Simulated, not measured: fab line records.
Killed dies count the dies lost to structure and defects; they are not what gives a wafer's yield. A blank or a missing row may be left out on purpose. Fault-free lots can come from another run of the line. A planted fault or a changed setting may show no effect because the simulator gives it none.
Chamber matching :: flow n5-finfet :: rie-diel-02 running N5_BEOL_M6_STRIP_19: 4 sister chambers
The step strips in O2. 22 wafers are shown with their chamber, then 11 later ones without.

## WAFERS PAIRED WITH THEIR CHAMBERS
wafer: L077.1
chamber: 3
drypump-motor-current-A (A): 5.6
showerhead-plenum-p-Torr (Torr): 2.00
throttle-valve-pct (%): 17.00

wafer: L077.2
chamber: 0
drypump-motor-current-A (A): 6.2
showerhead-plenum-p-Torr (Torr): 2.24
throttle-valve-pct (%): 16.67

wafer: L077.3
chamber: 1
drypump-motor-current-A (A): 5.4
showerhead-plenum-p-Torr (Torr): 2.15
throttle-valve-pct (%): 16.46

wafer: L074.4
chamber: 3
drypump-motor-current-A (A): 5.6
showerhead-plenum-p-Torr (Torr): 2.00
throttle-valve-pct (%): 17.01

wafer: L074.5
chamber: 1
drypump-motor-current-A (A): 5.4
showerhead-plenum-p-Torr (Torr): 2.15
throttle-valve-pct (%): 16.47

wafer: L074.6
chamber: 0
drypump-motor-current-A (A): 6.2
showerhead-plenum-p-Torr (Torr): 2.24
throttle-valve-pct (%): 16.66

wafer: L079.1
chamber: 0
drypump-motor-current-A (A): 6.3
showerhead-plenum-p-Torr (Torr): 2.24
throttle-valve-pct (%): 16.70

wafer: L079.3
chamber: 2
drypump-motor-current-A (A): 5.5
showerhead-plenum-p-Torr (Torr): 2.19
throttle-valve-pct (%): 16.69

wafer: L079.4
chamber: 2
drypump-motor-current-A (A): 5.5
showerhead-plenum-p-Torr (Torr): 2.19
throttle-valve-pct (%): 16.68

wafer: L081.1
chamber: 3
drypump-motor-current-A (A): 5.6
showerhead-plenum-p-Torr (Torr): 1.99
throttle-valve-pct (%): 17.04

wafer: L081.4
chamber: 1
drypump-motor-current-A (A): 5.4
showerhead-plenum-p-Torr (Torr): 2.14
throttle-valve-pct (%): 16.49

wafer: L081.5
chamber: 2
drypump-motor-current-A (A): 5.5
showerhead-plenum-p-Torr (Torr): 2.19
throttle-valve-pct (%): 16.67

wafer: L082.1
chamber: 1
drypump-motor-current-A (A): 5.4
showerhead-plenum-p-Torr (Torr): 2.14
throttle-valve-pct (%): 16.49

wafer: L082.3
chamber: 0
drypump-motor-current-A (A): 6.2
showerhead-plenum-p-Torr (Torr): 2.23
throttle-valve-pct (%): 16.73

wafer: L082.4
chamber: 3
drypump-motor-current-A (A): 5.6
showerhead-plenum-p-Torr (Torr): 1.99
throttle-valve-pct (%): 17.04

wafer: L085.2
chamber: 0
drypump-motor-current-A (A): 6.3
showerhead-plenum-p-Torr (Torr): 2.23
throttle-valve-pct (%): 16.71

wafer: L085.4
chamber: 1
drypump-motor-current-A (A): 5.4
showerhead-plenum-p-Torr (Torr): 2.14
throttle-valve-pct (%): 16.51

wafer: L085.5
chamber: 2
drypump-motor-current-A (A): 5.5
showerhead-plenum-p-Torr (Torr): 2.18
throttle-valve-pct (%): 16.68

wafer: L088.1
chamber: 0
drypump-motor-current-A (A): 6.2
showerhead-plenum-p-Torr (Torr): 2.23
throttle-valve-pct (%): 16.73

wafer: L088.4
chamber: 3
drypump-motor-current-A (A): 5.6
showerhead-plenum-p-Torr (Torr): 1.98
throttle-valve-pct (%): 17.08

wafer: L088.5
chamber: 2
drypump-motor-current-A (A): 5.5
showerhead-plenum-p-Torr (Torr): 2.18
throttle-valve-pct (%): 16.70

wafer: L090.2
chamber: 2
drypump-motor-current-A (A): 5.5
showerhead-plenum-p-Torr (Torr): 2.18
throttle-valve-pct (%): 16.72

SIGNATURES (averages over the wafers above)
reading: drypump-motor-current-A
chamber 0: 6.233
chamber 1: 5.400
chamber 2: 5.500
chamber 3: 5.600
scatter within a chamber: 0.0272

reading: showerhead-plenum-p-Torr
chamber 0: 2.2350
chamber 1: 2.1440
chamber 2: 2.1850
chamber 3: 1.9920
scatter within a chamber: 0.00624

reading: throttle-valve-pct
chamber 0: 16.7000
chamber 1: 16.4840
chamber 2: 16.6900
chamber 3: 17.0340
scatter within a chamber: 0.0252
Rule: a wafer's distance from a chamber is the root of the sum, over the readings, of the square of ((its reading less the chamber's mean) divided by the reading's scatter). If the next closest chamber is less than 2 further off than the closest, the wafer can't be placed; otherwise it belongs to the closest. The scatter: the root of (the sum of the squares of (reading less its chamber's mean) over the shown wafers, divided by (wafers less chambers)).

## WAFERS WHOSE CHAMBER IS MISSING
wafer: L090.3
drypump-motor-current-A (A): 5.7
showerhead-plenum-p-Torr (Torr): 1.98
throttle-valve-pct (%): 17.08

wafer: L090.6
drypump-motor-current-A (A): 5.7
showerhead-plenum-p-Torr (Torr): 1.98
throttle-valve-pct (%): 17.09

wafer: L091.4
drypump-motor-current-A (A): 5.5
showerhead-plenum-p-Torr (Torr): 2.18
throttle-valve-pct (%): 16.73

wafer: L091.5
drypump-motor-current-A (A): 6.3
showerhead-plenum-p-Torr (Torr): 2.23
throttle-valve-pct (%): 16.73

wafer: L091.6
drypump-motor-current-A (A): 5.4
showerhead-plenum-p-Torr (Torr): 2.13
throttle-valve-pct (%): 16.54

wafer: L092.1
drypump-motor-current-A (A): 5.5
showerhead-plenum-p-Torr (Torr): 2.18
throttle-valve-pct (%): 16.72

wafer: L092.3
drypump-motor-current-A (A): 5.4
showerhead-plenum-p-Torr (Torr): 2.13
throttle-valve-pct (%): 16.54

wafer: L092.6
drypump-motor-current-A (A): 6.2
showerhead-plenum-p-Torr (Torr): 2.22
throttle-valve-pct (%): 16.74

wafer: L096.2
drypump-motor-current-A (A): 6.2
showerhead-plenum-p-Torr (Torr): 2.22
throttle-valve-pct (%): 16.77

wafer: L096.5
drypump-motor-current-A (A): 5.4
showerhead-plenum-p-Torr (Torr): 2.13
throttle-valve-pct (%): 16.56

wafer: L096.6
drypump-motor-current-A (A): 5.5
showerhead-plenum-p-Torr (Torr): 2.17
throttle-valve-pct (%): 16.73

## CHAMBER TAKEN BY EACH
wafer: L090.3
from the rows above: 3
in truth: 3

wafer: L090.6
from the rows above: 3
in truth: 3

wafer: L091.4
from the rows above: 2
in truth: 2

wafer: L091.5
from the rows above: 0
in truth: 0

wafer: L091.6
from the rows above: 1
in truth: 1

wafer: L092.1
from the rows above: 2
in truth: 2

wafer: L092.3
from the rows above: 1
in truth: 1

wafer: L092.6
from the rows above: 0
in truth: 0

wafer: L096.2
from the rows above: 0
in truth: 0

wafer: L096.5
from the rows above: 1
in truth: 1

wafer: L096.6
from the rows above: 2
in truth: 2
Correctly placed: 11 of 11. Can't be placed from these rows: 0. Wrongly placed: 0.
